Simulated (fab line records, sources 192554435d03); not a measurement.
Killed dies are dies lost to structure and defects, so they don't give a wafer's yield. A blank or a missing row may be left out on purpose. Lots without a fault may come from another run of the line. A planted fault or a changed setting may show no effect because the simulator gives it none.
A struck lot beside a sound one | flow n5_finfet | 32 steps out of a route of 1938
Sound: wafers L974.1, L974.3, L974.6. Struck: wafer L975.2. (L975.1, L975.4 of the same lot were not struck and are left out.) The cause comes at the end.
At each step with rows: each side's tool, then ch and its chambers, then its first start. Under that, the readings that differ: sound wafers | struck wafers | difference of the means | sigmas: that difference in standard deviations of wafers without a fault.
alike: readings whose means differ by less than 2 such deviations, and words and numbers that are the same on both sides. not compared: withheld readings, readings that some wafer has no value for, bounds like >300 that may hide the same value, and numbers for which the record gives no deviation and whose values overlap.
The two part at a step that has a row with sigmas, a row that says differs or no value, or rows on one side only. Numbers that don't overlap but have no deviation are shown without sigmas and don't part them. A reading that every wafer of one side lacks parts them only if that side has two wafers or more.

first, 10 steps without rows for these wafers: N5_DUMMY_GATE_ETCH_44 (etches poly-Si in HBr/O2, stops on SiO2, target depth 127.5 nm); N5_DUMMY_GATE_ETCH_42 (etches SiO2 in CHF3/O2, target depth 3.5 nm, time 31 s); N5_DUMMY_GATE_STRIP_48 (strips in N2/H2, time 20 s); N5_DUMMY_GATE_PRECLEAN_33 (cleans in dHF, time 10 s); N5_DUMMY_GATE_PRECLEAN_25 (cleans in O3/DIW, time 45 s); N5_DUMMY_GATE_PRECLEAN_51 (cleans in SC2, time 45 s); N5_DUMMY_GATE_SRD_26 (time 30 s); N5_DUMMY_GATE_UV_OZONE_45 (time 120 s); N5_SPACER0_ALD_07 (deposits SiNx, target thk 2 nm); N5_SPACER0_ALD_00 (deposits SiOCN, target thk 3.5 nm, pulse time 3 s, purge time 2 s).
N5_SPACER0_ALD_08: deposits SiNx, target thk 2 nm.
  sound on ald_sin-03 ch 1,3, day 4 23:38; struck on ald_sin-03 ch 0, day 5 07:08
  reading                                  | sound | struck | difference | sigmas
  model.SiNx_of_SPACER0_ALD_08.thk_nm (nm) | 2 2 2 | 2.6    | +0.6       |
  alike: heater_power_w
  not compared: since_wet_clean_h
then, 18 steps without rows for these wafers: N5_SD_EPI_N_COAT_32 (time 60 s, resist thk 350 nm); N5_SD_EPI_N_COAT_33 (time 60 s, resist thk 35 nm); N5_SD_EPI_N_COAT_03 (resist thk 150 nm); N5_SD_EPI_N_EBR_05; N5_SD_EPI_N_SOFTBAKE_04 (time 60 s); N5_SD_EPI_N_EXPOSE_06 (exposes mask SD N BLK, target cd 120 nm); N5_SD_EPI_N_PEB_07 (peb time 60 s); N5_SD_EPI_N_DEVELOP_08 (develop time 30 s); N5_SD_EPI_N_DESCUM_14 (chemistry O2, time 7.9 s); N5_SD_EPI_N_ETCH_34 (etches SiARC in CF4, target depth 45.5 nm, time 75.8 s); N5_SD_EPI_N_ETCH_35 (etches SOC in N2/H2, overetch 108 nm, time 486 s); N5_SD_EPI_N_STRIP_36 (strips in N2/H2); N5_SD_EPI_N_ETCHBACK_44 (etches SiNx in CH3F/O2, stops on SiO2, target depth 14.5 nm); N5_SD_EPI_N_ETCH_45 (etches SiOCN in CH3F/O2, target depth 6 nm); N5_SD_EPI_N_ETCH_16 (etches SiO2 in CHF3/O2, target depth 5 nm); N5_SD_EPI_N_STRIP_47 (strips in CHF3/O2); N5_SD_EPI_N_SD_RECESS_17 (chemistry HBr/Cl2/O2, target depth 41 nm, time 23.7 s, bt time 3 s); N5_SD_EPI_N_STRIP_38 (strips in N2/H2).
N5_SD_EPI_N_WET_ETCH_43: etches SiO2 in dHF, time 14 s, target depth 1.5 nm.
  sound on wet_bench-05 ch 0,1,2, day 5 01:09; struck on wet_bench-03 ch 1, day 5 08:38
  reading                                  | sound       | struck | difference | sigmas
  model.SiNx_of_SPACER0_ALD_08.thk_nm (nm) | 1.6 1.6 1.6 | 2.2    | +0.6       |
then, 1 step without rows for these wafers: N5_SD_EPI_N_STRIP_18 (strips in SPM, time 750 s).
N5_PASSIVATION_PROBE_49:
  the record has rows for the sound wafers here (prober-01, day 14 19:29) and none for the struck ones

WHERE THEY PART
Only at N5_PASSIVATION_PROBE_49, within this record.

WHY: what the simulator had put in
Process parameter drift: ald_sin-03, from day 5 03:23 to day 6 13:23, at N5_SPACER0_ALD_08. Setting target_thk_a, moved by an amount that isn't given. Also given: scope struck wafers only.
